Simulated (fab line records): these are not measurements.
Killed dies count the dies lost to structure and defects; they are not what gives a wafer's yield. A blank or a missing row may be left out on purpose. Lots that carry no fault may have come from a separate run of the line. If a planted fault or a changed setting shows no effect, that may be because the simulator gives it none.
Which tool is to blame?	flow nand_harc	36 wafers from 12 lots sampled at 6 of the route's 1302 steps

WHAT EACH GAUGE READ, for each wafer
NHARC_A_M1_CD_MEAS_09: the cd target is 120 nm.
lot	measured	on	cd_nm (nm)
L858	day 23 18:44	cd_sem-02	120.0 120.0 119.8
L859	day 25 06:08	cd_sem-03	119.8 119.9 120.3
L862	day 25 09:11	cd_sem-01	120.0 120.1 119.6
L861	day 25 15:22	cd_sem-01	119.9 120.8 120.5
L864	day 26 10:38	cd_sem-01	120.2 119.9 120.3
L867	day 27 02:14	cd_sem-03	121.2 120.1 120.1
L866	day 27 08:50	cd_sem-01	120.3 119.4 120.0
L868	day 27 21:44	cd_sem-03	120.4 119.7 120.1
L875	day 31 04:49	cd_sem-02	133.3 133.0 133.0
L877	day 31 14:50	cd_sem-02	131.5 131.4 131.3
L876	day 31 19:22	cd_sem-01	129.8 129.1 129.9
L878	day 31 22:19	cd_sem-02	120.1 120.6 120.4

NHARC_END_SORT_01.
lot	measured	on	defect_limited_yield (%)	killed_at_array	killed_at_other	killed_at_periphery	killed_dies	killed_open	killed_short	sort_bin_2_pct (%)	sort_bin_3_pct (%)	sort_bin_4_pct (%)	sort_n_pass	sort_rim_yield_pct (%)	sort_yield_pct (%)
L862	day 26 17:11	prober-02	90.0 89.7 89.8	64 67 64	0 1 1	4 2 4	68 70 69	5 3 1	5 3 3	3.7 3.5 4.6	0.7 0.4 0.6	5.6 6.4 5.0	609 607 608	92 92 91	90.0 89.7 89.8
L877	day 33 02:41	prober-01	94.5 93.5 95.0	30 38 29	4 4 5	3 2 0	37 44 34	4 2 3	4 3 1	1.2 2.2 1.5	1.3 0.3 0.1	3.0 4.0 3.4	640 633 643	92 94 91	94.5 93.5 95.0
L876	day 33 09:10	prober-02	89.8 90.7 90.7	66 62 61	1 0 0	2 1 2	69 63 63	4 5 3	1 5 3	3.7 4.1 4.0	0.9 0.7 0.7	5.6 4.4 4.6	608 614 614	94 97 92	89.8 90.7 90.7

WHICH TOOL RAN EACH LOT (tool, then ch and the chambers of the sampled wafers, then the start)
lot	NHARC_A_M0_ANNEAL_30	NHARC_A_M0_PRE_CLEAN_31	NHARC_A_M1_EXPOSE_06	NHARC_A_M1_ETCH_28
L858	rtp_anneal-01 ch 0, day 23 16:44	pecvd-04 ch 0,1, day 23 17:32	arfi_scanner-01 ch 0, day 23 18:35	rie_diel-04 ch 1,2,3, no start
L859	rtp_anneal-01 ch 0, day 25 03:58	pecvd-01 ch 0,1,2, day 25 04:49	arfi_scanner-02 ch 0, day 25 06:00	rie_diel-12 ch 1,2,3, no start
L862	rtp_anneal-02 ch 0, day 25 06:58	pecvd-04 ch 0,1, day 25 07:52	arfi_scanner-03 ch 0, day 25 09:02	rie_diel-10 ch 2,3, day 26 17:11 or earlier
L861	rtp_anneal-01 ch 0, day 25 13:16	pecvd-04 ch 0,2, day 25 14:02	arfi_scanner-02 ch 0, day 25 15:13	rie_diel-10 ch 1,2,3, no start
L864	rtp_anneal-01 ch 0, day 26 08:32	pecvd-04 ch 1,2, day 26 09:19	arfi_scanner-01 ch 0, day 26 10:30	rie_diel-12 ch 0,1,3, no start
L867	rtp_anneal-01 ch 0, day 27 00:02	pecvd-03 ch 0,1, day 27 00:55	arfi_scanner-03 ch 0, day 27 02:06	rie_diel-10 ch 1,2,3, no start
L866	rtp_anneal-01 ch 0, day 27 06:17	pecvd-03 ch 1,2, day 27 07:09	arfi_scanner-01 ch 0, day 27 08:42	rie_diel-04 ch 1,2, no start
L868	rtp_anneal-01 ch 0, day 27 19:39	pecvd-01 ch 0,1, day 27 20:32	arfi_scanner-01 ch 0, day 27 21:35	rie_diel-12 ch 0,1,2, no start
L875	rtp_anneal-02 ch 0, day 31 02:36	pecvd-04 ch 1,2, day 31 03:31	arfi_scanner-03 ch 0, day 31 04:40	rie_diel-04 ch 0,1, no start
L877	rtp_anneal-02 ch 0, day 31 12:37	pecvd-04 ch 0,1,2, day 31 13:31	arfi_scanner-03 ch 0, day 31 14:42	rie_diel-12 ch 0,1,2, day 33 02:41 or earlier
L876	rtp_anneal-02 ch 0, day 31 17:16	pecvd-03 ch 1,2, day 31 18:11	arfi_scanner-03 ch 0, day 31 19:13	rie_diel-10 ch 0,2,3, day 33 09:10 or earlier
L878	rtp_anneal-02 ch 0, day 31 20:12	pecvd-04 ch 0,1, day 31 20:59	arfi_scanner-01 ch 0, day 31 22:11	rie_diel-10 ch 1,3, no start
- NHARC_A_M0_ANNEAL_30: time 90 s.
- NHARC_A_M0_PRE_CLEAN_31: time 12 s.
- NHARC_A_M1_EXPOSE_06: exposes mask A M1, target cd 120 nm.
- NHARC_A_M1_ETCH_28: etches the open film in CF4/N2, target depth 30 nm, time 72.99 s.

AS READ BY THE TOOLS THEMSELVES (means over the sampled wafers that have a number; for cases with no such wafer, the mark the record gives instead)
NHARC_A_M0_ANNEAL_30.
lot	tool	wafer_temp_C_max
L858	rtp_anneal-01	226.7
L859	rtp_anneal-01	226.9
L862	rtp_anneal-02	225.9
L861	rtp_anneal-01	226.8
L864	rtp_anneal-01	227.0
L867	rtp_anneal-01	226.8
L866	rtp_anneal-01	226.7
L868	rtp_anneal-01	226.7
L875	rtp_anneal-02	226.4
L877	rtp_anneal-02	226.2
L876	rtp_anneal-02	225.8
L878	rtp_anneal-02	226.3

NHARC_A_M0_PRE_CLEAN_31.
lot	tool	heater_power_w (W)
L858	pecvd-04	658
L859	pecvd-01	748
L862	pecvd-04	621
L861	pecvd-04	679
L864	pecvd-04	669
L867	pecvd-03	560
L866	pecvd-03	495
L868	pecvd-01	777
L875	pecvd-04	621
L877	pecvd-04	612
L876	pecvd-03	540
L878	pecvd-04	679

NHARC_A_M1_EXPOSE_06.
lot	tool	exposure_dose_mJ_cm2
L858	arfi_scanner-01	75.07
L859	arfi_scanner-02	75.19
L862	arfi_scanner-03	74.98
L861	arfi_scanner-02	75.05
L864	arfi_scanner-01	75.08
L867	arfi_scanner-03	75.05
L866	arfi_scanner-01	75.09
L868	arfi_scanner-01	75.07
L875	arfi_scanner-03	93.95
L877	arfi_scanner-03	90.22
L876	arfi_scanner-03	87.11
L878	arfi_scanner-01	75.14

NHARC_A_M1_ETCH_28.
lot	tool	drypump_motor_current_A (A)	oes_product_au (a.u.)	rf_vpp_V (V)	showerhead_plenum_p_Torr (Torr)	throttle_valve_pct (%)
L858	rie_diel-04	5.7	0.998	312.9	2.53	19.803
L859	rie_diel-12	6.2	1.002	315.1	2.68	19.799
L862	rie_diel-10	6.4	0.998	315.4	2.72	19.789
L861	rie_diel-10	6.0	1.001	316.1	2.71	19.798
L864	rie_diel-12	5.6	0.996	313.8	2.62	19.794
L867	rie_diel-10	6.0	0.995	315.7	2.71	19.789
L866	rie_diel-04	5.7	1.006	312.8	2.54	19.794
L868	rie_diel-12	5.8	0.997	314.9	2.67	19.796
L875	rie_diel-04	5.8	0.999	312.3	2.52	19.795
L877	rie_diel-12	5.8	1.000	314.9	2.67	19.797
L876	rie_diel-10	6.4	1.006	314.5	2.64	19.799
L878	rie_diel-10	6.1	0.992	313.7	2.60	19.800

THE ANSWER, worked out from the rows above alone
Rule: the usual values come from the lots themselves. The widest of any qualifying gaps counts: lots, ordered by their means at a reading, are off when they make up no more than a third of the lots, leave a main group of 4 or more, and stand apart from it by 3 or more times the standard deviation of that group's means. A main group is skipped when, at the precision printed for the reading in the tables above, its means are all equal. A lot without any number at a reading at which 4 lots or more have one is off too. All remaining lots with rows at the step are treated as sound. Order of review: gauges by route order, followed by the tools' own readings, for which a lot's mean as printed above is used. The first step at which some lot is off is used, and at that step the reading that is off furthest; a lot without a number counts as furthest.
Off: L875, L877, L876 (NHARC_A_M1_CD_MEAS_09, cd_nm). For the main group the mean is 120.1 nm and the standard deviation 0.21.
If a tool, at a process step before that reading, ran all the lots that are off and no sound lot after the first of them, it fits. The gauges at NHARC_A_M1_CD_MEAS_09 aren't tried: what is off there is off at NHARC_A_M1_EXPOSE_06 too, on other tools, and a gauge's error can't cause that. One candidate fits, namely arfi_scanner-03 at NHARC_A_M1_EXPOSE_06. Its last sound lot is L867 (day 27 02:06), its first lot that is off L875 (day 31 04:40): a fault that began between those two fits.
The tool's own readings at NHARC_A_M1_EXPOSE_06 bear it out: on the lots that are off they differ by more than 5 times the standard deviation of the sound lots' means. exposure_dose_mJ_cm2 reads 90.43 there against 75.08 on the sound lots.

WHAT THE SIMULATOR PUT IN
Process parameter drift: arfi_scanner-03, from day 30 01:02 on, at NHARC_A_M1_EXPOSE_06. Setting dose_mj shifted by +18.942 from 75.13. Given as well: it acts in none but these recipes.
Shown lots that were struck: L875, L877, L876. This agrees with what the rule above found.
